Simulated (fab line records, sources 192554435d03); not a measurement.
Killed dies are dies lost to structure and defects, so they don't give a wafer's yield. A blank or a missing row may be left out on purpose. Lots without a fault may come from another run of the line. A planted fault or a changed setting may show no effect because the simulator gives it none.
fab line records | flow n5_finfet | part 1 of 2: steps 1 to 40 of 41
record lots=4 wafers=11 last_day=17
route steps=1938 shown BEOL_M0_SAQP@642 BEOL_M4@1111 PASSIVATION@1936
lots that met no fault: from a run of the same line without faults
start_h: hours from the record's first day to the start of the lot's first wafer shown | wait_h: hours since the lot's step before | " the same as in the row above | L1.1+2: a row that stands for several wafers | - no value, or no start given | * or withheld: withheld | < > ~ a bound
route shown NAME@n: a module of which the file shows steps, and the number in the route of the first | usual: mean/standard deviation of fault-free wafers | same: alike in all rows | chamber/n: place in a boat | sites: the reading at each site | _std_site: their standard deviation | _edge_site: outer sites' mean less inner sites' | radius_mm: how far each site lies from the wafer's centre | mask NAME#n: copy n | behind: the tool/chamber that last shaped the wafer | hold: why the lot was held/for how many hours/how that ended | device: the transistor (n, p or np) that didn't switch | end of line: the same wafers' tests at the end of the route | a step without rows: its recipe alone | killed: dies lost to structure and defects at the first sort, not the wafer's yield | map: a wafer's dies, x killed, . not, _ none there
set.NAME: the setting as run; set.NAME@STEP: as run at that earlier step | model.NAME: the simulator's own value behind a step, which no gauge read
lots at some steps of the route; a table a step, a row a wafer
services: from which hour (start_h, from the record's first day; less than 0 if before it) a tool's chamber was out of use, for how many hours, and why
## steps
# step N5_BEOL_M0_SAQP_COAT_82
# recipe resist=SiARC temp_c=220 time_s=60 spin_rpm=1500 resist_thk_nm=30
# step N5_BEOL_M0_SAQP_COAT_08
# recipe resist=CAR-ArF spin_rpm=1500 resist_thk_nm=90
# step N5_BEOL_M0_SAQP_EBR_10
# recipe solvent=PGMEA ebr_width_mm=1.5
# step N5_BEOL_M0_SAQP_SOFTBAKE_09
# recipe temp_c=110 time_s=60 resist=CAR-ArF
# step N5_BEOL_M0_SAQP_EXPOSE_11
# recipe mask_id=M0_CORE na=1.35 source_shape=dipole sigma_inner=0.538 sigma_outer=0.738 polarization=te target_cd_nm=42 dose_mj=55
# step N5_BEOL_M0_SAQP_PEB_12
# recipe peb_temp_c=withheld peb_time_s=60 resist=CAR-ArF
# step N5_BEOL_M0_SAQP_DEVELOP_13
# recipe develop_time_s=30 developer=TMAH resist=CAR-ArF dev_temp_c=23 rinse_liquid=diw dry=air_spin
# step N5_BEOL_M0_SAQP_DESCUM_19
# recipe chemistry=O2 time_s=7.9 source_power_w=50 bias_power_w=20 pressure_mtorr=20 rf_frequency_hz=2.712e+07 temp_c=40 resist=CAR-ArF o2_flow_sccm=225
# step N5_BEOL_M0_SAQP_ETCH_83
# recipe chemistry=CF4 target=SiARC target_depth_a=390 mask_material=CAR-ArF time_s=65 ion_energy_ev=80 pressure_mtorr=40 source_w=545 bias_w=36 Ar_flow_sccm=100 cf4_flow_sccm=100 ends=cleared
# step N5_BEOL_M0_SAQP_ETCH_84
# recipe chemistry=N2/H2 target=SOC target_depth_a=1000 overetch_a=200 mask_material=SiARC temp_c=40 time_s=150 ion_energy_ev=200 pressure_mtorr=30 source_w=840 bias_w=150 n2_flow_sccm=200 h2_flow_sccm=200
# usual drypump_motor_current_A=5.8/0.57 oes_product_au=0.67/0.052 rf_vpp_V=523.5/2.4 showerhead_plenum_p_Torr=2.53/0.083 throttle_valve_pct=17.8/0.31
# columns lot.wafer tool chamber start_h wait_h drypump_motor_current_A oes_product_au rf_hours_counter_h rf_vpp_V showerhead_plenum_p_Torr throttle_valve_pct model.etch.depth_nm model.SiARC_of_BEOL_M0_SAQP_COAT_82.thk_nm
L133.3 rie_diel-04 0 148.36 0.0 5.9 0.69 121 517.5 2.37 17.9 100.4 24.6
L133.4 " 3 " " 6.2 0.66 195 523.7 2.51 17.7 100.3 24.4
L133.6 " 1 " " 5.3 0.74 - 521.0 2.47 17.5 100.2 24.4
L144.1 rie_diel-04 0 216.19 0.0 5.9 0.66 142 517.2 2.36 17.9 99.99 24.6
L144.3 " 3 " " 6.2 0.57 215 523.2 2.51 17.8 79.83 26.4
L146.1 rie_diel-04 1 229.75 0.0 5.3 0.73 98 521.4 2.46 17.6 99.52 24
L146.2 " 2 " " 5.2 0.58 164 523.8 2.53 17.5 77.34 26.2
L146.5 " 0 " " 5.9 0.66 - 517.6 2.36 17.9 99.65 24.4
L148.1 rie_diel-03 2 242.55 0.0 5.6 0.65 221 523.2 2.49 18.1 99.61 24.4
L148.4 " 3 " " 5.8 0.68 - 523.9 2.57 17.7 100 24.2
L148.6 " 2 " " 5.6 0.65 - 524.1 2.49 18.0 100.2 24.6
# step N5_BEOL_M0_SAQP_STRIP_80
# recipe chemistry=N2/H2 temp_c=40 n2_flow_sccm=200 h2_flow_sccm=200 rf_frequency_hz=6e+07
# step N5_BEOL_M0_SAQP_HM_OPEN_112
# recipe chemistry=CHF3/O2 target=SiO2 stop_on=a-Si target_depth_a=120 over_etch_frac=1.25 mask_material=SOC time_s=13.5 pressure_mtorr=30 source_w=650 bias_w=170 Ar_flow_sccm=200 CHF3_flow_sccm=50 O2_flow_sccm=5 ion_energy_ev=200 ends=end_point
# usual drypump_motor_current_A=5.8/0.57 oes_ar_750_au=0.75/0.059 oes_product_au=0.49/0.039 rf_vpp_V=524/9.5 showerhead_plenum_p_Torr=2.40/0.077 throttle_valve_pct=18.8/0.32
# columns lot.wafer tool chamber start_h wait_h drypump_motor_current_A oes_ar_750_au oes_product_au rf_hours_counter_h rf_vpp_V showerhead_plenum_p_Torr throttle_valve_pct model.SiARC_of_BEOL_M0_SAQP_COAT_82.thk_nm
L133.3 rie_diel-04 0 148.46 0.0 5.9 0.77 0.50 122 506 2.22 18.7 5.6
L133.4 " 3 " " 6.2 0.73 0.48 195 524 2.40 18.8 5.4
L133.6 " 1 " " 5.3 0.83 0.55 - 537 2.33 18.4 4.6
L144.1 rie_diel-04 0 216.29 0.0 5.9 0.75 0.48 142 505 2.22 18.8 5.6
L144.3 " 3 " " 6.2 0.71 0.30 215 524 2.39 18.8 6.8
L146.1 rie_diel-04 1 229.85 0.0 5.3 0.81 0.53 98 536 2.32 18.4 4.6
L146.2 " 2 " " 5.2 0.75 0.28 164 526 2.41 18.4 7.2
L146.5 " 0 " " 5.9 0.74 0.49 - 506 2.21 18.8 5.8
L148.1 rie_diel-03 2 242.66 0.0 5.6 0.73 0.47 221 530 2.38 19.1 5.4
L148.4 " 3 " " 5.8 0.76 0.49 - 524 2.42 18.6 4.8
L148.6 " 2 " " 5.6 0.72 0.47 - 530 2.38 19.1 5.6
# step N5_BEOL_M0_SAQP_STRIP_113
# recipe chemistry=CHF3/O2 resist=SiARC rf_frequency_hz=6e+07
# step N5_BEOL_M0_SAQP_MANDREL_ETCH_20
# recipe target_depth_a=600 chemistry=HBr/Cl2 target=a-Si stop_on=SiNx bt_time_s=10 mask_material=SOC over_etch_frac=0.5 time_s=30 pressure_mtorr=10 icp_w=800 bias_w=75 HBr_flow_sccm=150 Cl2_flow_sccm=80 ends=end_point
# usual drypump_motor_current_A=5.8/0.38 he_backside_leak_sccm=2.8/0.36 oes_product_au=0.771/0.013 throttle_valve_pct=35.4/0.31
# columns lot.wafer tool chamber start_h wait_h drypump_motor_current_A he_backside_leak_sccm oes_product_au rf_hours_counter_h throttle_valve_pct
L133.3 rie_si-06 3 148.55 0.0 5.0 2.2 0.782 19 35.1
L133.4 " 0 " " 6.0 2.7 0.748 147 35.6
L133.6 " 3 " " 5.0 2.3 0.778 - 35.0
L144.1 rie_si-01 1 216.38 0.0 6.3 3.0 0.770 120 35.3
L144.3 " 2 " " 5.8 2.5 0.326 143 36.3
L146.1 rie_si-01 0 229.94 0.0 5.9 2.7 0.760 15 35.2
L146.2 " 1 " " 6.3 3.3 0.321 120 36.2
L146.5 " 0 " " 5.9 2.7 0.762 - 35.2
L148.1 rie_si-01 0 242.74 0.0 5.9 2.6 0.769 15 35.2
L148.4 " 2 " " 5.8 2.6 0.796 144 35.4
L148.6 " 3 " " 5.8 2.6 0.759 - 35.3
# step N5_BEOL_M0_SAQP_STRIP_86
# recipe chemistry=N2/H2 power_w=500 temp_c=40 pressure_mtorr=50 rf_frequency_hz=6e+07 overash_fraction=0.3 bias_power_w=28 h2_frac=0.5 n2_flow_sccm=300 h2_flow_sccm=300
# step N5_BEOL_M0_SAQP_STRIP_115
# recipe chemistry=post_etch_residue_remover time_s=60 temp_c=25 remover_ph=withheld remover_water_wt_pct=withheld remover_fluoride_wt_pct=withheld
# step N5_BEOL_M0_SAQP_SRD_93
# recipe dry=ipa_marangoni time_s=30 temp_c=23 rinse_liquid=diw
# step N5_BEOL_M0_SAQP_RECESS_114
# recipe chemistry=HF/NH3 target=SiO2 target_depth_a=144 afs_cycles=3 temp_c=30 sublimation_temp_c=180 sublimation_time_s=60
# step N5_BEOL_M0_SAQP_SPACER1_ALD_98
# recipe material=SiO2 target_thk_a=128 temp_c=300 ald_precursor_family=BDEAS ald_co_reactant=O2-plasma pulse_time_s=1 purge_time_s=2 co_reactant_purge_time_s=2 ald_cycles=138 pressure_torr=2
# step N5_BEOL_M0_SAQP_SPACER1_ETCHBACK_99
# recipe chemistry=CHF3/O2 mode=anisotropic_etchback target=SiO2 target_depth_a=154 time_s=7.7 pressure_mtorr=30 source_w=650 bias_w=170 Ar_flow_sccm=200 CHF3_flow_sccm=50 O2_flow_sccm=5 ion_energy_ev=200
# usual drypump_motor_current_A=5.8/0.61 oes_ar_750_au=0.76/0.074 oes_product_au=0.76/0.08 rf_vpp_V=525/9.5 showerhead_plenum_p_Torr=2.41/0.071 throttle_valve_pct=18.9/0.34
# columns lot.wafer tool chamber start_h wait_h drypump_motor_current_A oes_ar_750_au oes_product_au rf_hours_counter_h rf_vpp_V showerhead_plenum_p_Torr throttle_valve_pct
L133.3 rie_diel-02 0 149.87 0.3 5.7 0.70 0.69 212 506 2.49 19.5
L133.4 " 3 " " 6.6 0.87 0.88 - 529 2.37 18.5
L133.6 " 1 " " 6.6 0.71 0.69 - 531 2.47 19.0
L144.1 rie_diel-03 3 217.47 0.3 5.8 0.77 0.78 107 526 2.42 18.6
L144.3 " 1 " " 6.3 0.69 0.26 235 533 2.47 18.5
L146.1 rie_diel-04 0 231.05 0.3 5.9 0.74 0.73 147 506 2.21 18.8
L146.2 " 2 " " 5.1 0.74 0.27 164 524 2.41 18.4
L146.5 " 2 " " 5.2 0.74 0.74 - 527 2.41 18.6
L148.1 rie_diel-04 0 244.74 0.3 5.9 0.75 0.73 151 504 2.21 18.9
L148.4 " 2 " " 5.2 0.74 0.72 168 525 2.40 18.6
L148.6 " 2 " " 5.2 0.74 0.73 - 525 2.40 18.6
# step N5_BEOL_M0_SAQP_MANDREL1_REMOVE_100
# recipe chemistry=HBr/Cl2/O2 bt_time_s=10 target=a-Si stop_on=SiNx endpoint=OES-SiCl over_etch_frac=0.85 icp_w=600 bias_w=30 HBr_flow_sccm=150 Cl2_flow_sccm=80 O2_flow_sccm=5 pressure_mtorr=10
# usual drypump_motor_current_A=5.7/0.37 he_backside_leak_sccm=2.8/0.35 oes_product_au=0.993/0.017 throttle_valve_pct=36.7/0.34
# columns lot.wafer tool chamber start_h wait_h drypump_motor_current_A he_backside_leak_sccm oes_product_au rf_hours_counter_h throttle_valve_pct model.BEOL_M0_SAQP.cd_nm
L133.3 rie_si-04 3 149.96 0.1 6.4 2.7 0.983 150 37.6 12.8
L133.4 " 2 " " 5.7 2.6 0.995 56 36.7 12.8
L133.6 " 1 " " 5.3 2.7 0.998 - 36.4 12.8
L144.1 rie_si-01 0 217.55 0.1 5.9 2.6 1.005 14 36.5 12.6
L144.3 " 3 " " 5.8 2.7 0.369 131 36.6 43.4
L146.1 rie_si-04 2 231.14 0.1 5.6 2.6 0.989 58 36.7 12.6
L146.2 " 1 " " 5.4 2.6 0.378 172 36.4 42.2
L146.5 " 1 " " 5.4 2.8 0.996 - 36.4 12.8
L148.1 rie_si-06 1 244.82 0.1 5.9 3.0 0.997 89 37.0 12.6
L148.4 " 2 " " 5.9 2.6 0.980 - 36.4 12.8
L148.6 " 1 " " 5.9 2.9 0.997 - 37.0 12.8
# step N5_BEOL_M0_SAQP_CD_MEAS_25
# recipe target_cd_nm=13.1 landing_energy_ev=1000 detector=se_inlens
# usual cd_nm=12.75/0.22
# columns lot.wafer tool chamber start_h wait_h cd_nm
L133.3 cd_sem-03 0 150.07 0.1 12.47
L133.4 " 0 " " 12.84
L133.6 " 0 " " 13.07
L144.1 cd_sem-03 0 217.66 0.1 12.77
L144.3 " 0 " " -
L146.1 cd_sem-01 0 231.25 0.1 12.83
L146.2 " 0 " " -
L146.5 " 0 " " 12.63
L148.1 cd_sem-01 0 244.93 0.1 12.68
L148.4 " 0 " " 12.80
L148.6 " 0 " " 12.88
# step N5_BEOL_M0_SAQP_ETCH_101
# recipe chemistry=CH3F/O2 target=SiNx mask_material=SiO2 target_depth_a=299 time_s=42.7 pressure_mtorr=30 source_w=395 bias_w=73 Ar_flow_sccm=150 CH3F_flow_sccm=30 O2_flow_sccm=20 ion_energy_ev=120
# step N5_BEOL_M0_SAQP_ETCH_102
# recipe chemistry=CF4 target=SiO2 target_depth_a=40 ion_energy_ev=350 time_s=4.4 pressure_mtorr=10 icp_w=800 bias_w=400 cf4_flow_sccm=80
# step N5_BEOL_M0_SAQP_MANDREL_ETCH_103
# recipe chemistry=HBr/Cl2 target=a-Si target_depth_a=450 bt_time_s=10 stop_on=SiCN mask_material=SiO2 over_etch_frac=0.8 time_s=27 pressure_mtorr=10 icp_w=800 bias_w=75 HBr_flow_sccm=150 Cl2_flow_sccm=80 ends=end_point
# step N5_BEOL_M0_SAQP_RECESS_104
# recipe chemistry=HF/NH3 target=SiO2 target_depth_a=180 afs_cycles=3 temp_c=30 sublimation_temp_c=180 sublimation_time_s=60
# step N5_BEOL_M0_SAQP_COAT_105
# recipe resist=SOC temp_c=250 time_s=60 spin_rpm=1500 resist_thk_nm=100
# step N5_BEOL_M0_SAQP_ETCH_106
# recipe chemistry=N2/H2 target=SOC target_depth_a=1500 stop_on=SiNx ion_energy_ev=100 bias_w=61 pressure_mtorr=30 source_w=850 n2_flow_sccm=200 h2_flow_sccm=200
# step N5_BEOL_M0_SAQP_ETCH_107
# recipe chemistry=CH3F/O2 target=SiNx target_depth_a=300 mask_material=SOC pressure_mtorr=30 source_w=395 bias_w=73 Ar_flow_sccm=150 CH3F_flow_sccm=30 O2_flow_sccm=20 ion_energy_ev=120
# step N5_BEOL_M0_SAQP_STRIP_108
# recipe chemistry=N2/H2 power_w=500 temp_c=40 pressure_mtorr=50 rf_frequency_hz=6e+07 overash_fraction=0.3 bias_power_w=28 h2_frac=0.5 n2_flow_sccm=300 h2_flow_sccm=300
# step N5_BEOL_M0_SAQP_RECESS_109
# recipe chemistry=HF/NH3 target=SiO2 target_depth_a=30 afs_cycles=1 temp_c=30 sublimation_temp_c=180 sublimation_time_s=60
# step N5_BEOL_M0_SAQP_SPACER2_ALD_26
# recipe material=SiO2 target_thk_a=150 temp_c=300 ald_precursor_family=BDEAS ald_co_reactant=O2-plasma pulse_time_s=1 purge_time_s=2 co_reactant_purge_time_s=2 pressure_torr=2
# step N5_BEOL_M0_SAQP_SPACER2_ETCHBACK_27
# recipe chemistry=CHF3/O2 mode=anisotropic_etchback target=SiO2 target_depth_a=225 time_s=11.25 pressure_mtorr=30 source_w=650 bias_w=170 Ar_flow_sccm=200 CHF3_flow_sccm=50 O2_flow_sccm=5 ion_energy_ev=200
# step N5_BEOL_M0_SAQP_MANDREL2_REMOVE_110
# recipe chemistry=HBr/Cl2/O2 bt_time_s=10 target=a-Si stop_on=SiCN endpoint=OES-SiCl over_etch_frac=1 icp_w=600 bias_w=30 HBr_flow_sccm=150 Cl2_flow_sccm=80 O2_flow_sccm=5 pressure_mtorr=10
# step N5_BEOL_M0_SAQP_CD_MEAS_29
# recipe target_cd_nm=14.4 landing_energy_ev=1000 detector=se_inlens
# usual cd_nm=14.98/0.22
# columns lot.wafer tool chamber start_h wait_h cd_nm
L133.3 cd_sem-01 0 152.04 0.1 14.70
L133.4 " 0 " " 15.11
L133.6 " 0 " " 14.93
L144.1 cd_sem-03 0 219.42 0.1 14.78
L144.3 " 0 " " -
L146.1 cd_sem-03 0 234.22 0.1 14.80
L146.2 " 0 " " -
L146.5 " 0 " " 14.79
L148.1 cd_sem-01 0 246.89 0.1 15.17
L148.4 " 0 " " 15.14
L148.6 " 0 " " 15.10
# step N5_BEOL_M0_SAQP_COAT_69
# recipe resist=SOC temp_c=250 time_s=60 spin_rpm=1500 resist_thk_nm=90
# step N5_BEOL_M0_SAQP_COAT_72
# recipe resist=SiARC temp_c=220 time_s=60 spin_rpm=1500 resist_thk_nm=15
# step N5_BEOL_M0_SAQP_COAT_87
# recipe resist=underlayer temp_c=205 time_s=60 spin_rpm=1500 resist_thk_nm=5
# step N5_BEOL_M0_SAQP_COAT_34
# recipe resist=CAR-EUV spin_rpm=1500 resist_thk_nm=30
# step N5_BEOL_M4_RC_MEAS_101
# usual DIBL_N=36.5/2 DIBL_P=36.5/2.3 IOFF_N=0.16/0.036 IOFF_P=0.21/0.037 ION_N=672/12 ION_P=459/7.1 SS_N=71.6/0.73 SS_P=73.4/0.76 VT_N=250/3.3 VT_P=-250.5/2.9
# columns lot.wafer tool chamber start_h wait_h DIBL_N[mV/V] DIBL_P[mV/V] IOFF_N[nA/um] IOFF_P[nA/um] ION_N[uA/um] ION_P[uA/um] SS_N[mV/dec] SS_P[mV/dec] VT_N[mV] VT_P[mV]
L133.3 prober-01 0 223.63 0.3 32.9 33.1 0.10 0.15 651 450 70.4 72.3 255 -253.9
L133.4 " 0 " " 38.1 38.9 0.19 0.24 676 461 72.7 73.7 248 -247.5
L133.6 " 0 " " 35.0 34.4 0.13 0.17 664 453 71.4 73.5 254 -252.8
L144.1 prober-02 0 274.13 0.0 34.9 33.7 0.13 0.20 664 466 71.1 72.7 253 -248.9
L146.1 prober-02 0 297.75 0.0 35.9 35.4 0.14 0.17 673 456 71.2 73.2 253 -256.2
L146.5 " 0 " " 37.2 37.3 0.16 0.20 682 459 71.3 73.0 251 -253.5
L148.1 prober-01 0 309.25 0.0 37.3 40.0 0.21 0.28 689 471 71.6 74.9 245 -244.4
L148.4 " 0 " " 38.8 39.3 0.26 0.27 668 460 73.0 74.5 246 -246.3
L148.6 " 0 " " 36.9 38.2 0.20 0.26 683 466 71.9 73.5 247 -247.0
## key
first_sign step=N5_BEOL_M0_SAQP_HM_OPEN_112 reading=oes_product_au direction=down sigmas=5.1 usual=0.49 struck=0.29
effect step=N5_BEOL_M0_SAQP_MANDREL_ETCH_20 reading=oes_product_au direction=down sigmas=35 usual=0.771 struck=0.324
effect step=N5_BEOL_M0_SAQP_SPACER1_ETCHBACK_99 reading=oes_product_au direction=down sigmas=6.1 usual=0.76 struck=0.27
effect step=N5_BEOL_M0_SAQP_MANDREL1_REMOVE_100 reading=oes_product_au direction=down sigmas=37 usual=0.993 struck=0.374
effect step=N5_BEOL_M0_SAQP_CD_MEAS_25 reading=cd_nm direction=missing
effect step=N5_BEOL_M0_SAQP_CD_MEAS_29 reading=cd_nm direction=missing
effect step=N5_PASSIVATION_PROBE_49 reading=killed_at_M0_to_M3 direction=up sigmas=99+ usual=33 struck=1113
model_effect step=N5_BEOL_M0_SAQP_ETCH_84 value=etch.depth_nm without=99.91 struck=78.59
model_effect step=N5_BEOL_M0_SAQP_HM_OPEN_112 value=SiARC_of_BEOL_M0_SAQP_COAT_82.thk_nm without=5.1 struck=7
model_effect step=N5_BEOL_M0_SAQP_MANDREL1_REMOVE_100 value=BEOL_M0_SAQP.cd_nm without=12.8 struck=42.8
more_kills_born_at N5_BEOL_M0_SAQP_ETCH_84@rie_diel-04=2159
met_at N5_BEOL_M0_SAQP_ETCH_84
struck_wafers L144.3,L146.2
later_rows_left_out L144.3,L146.2
onset_between 148.36 216.19
fault kind=process_parameter_drift tool=rie_diel-04 chamber=- onset_h=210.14 steps=N5_BEOL_M0_SAQP_ETCH_84 channel=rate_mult offset=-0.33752 shape=step end_h=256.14 scope=struck_wafers_only
# later_rows_left_out: the simulator's readings of these wafers behind a module that went badly wrong aren't trusted and aren't shown, but for the sort
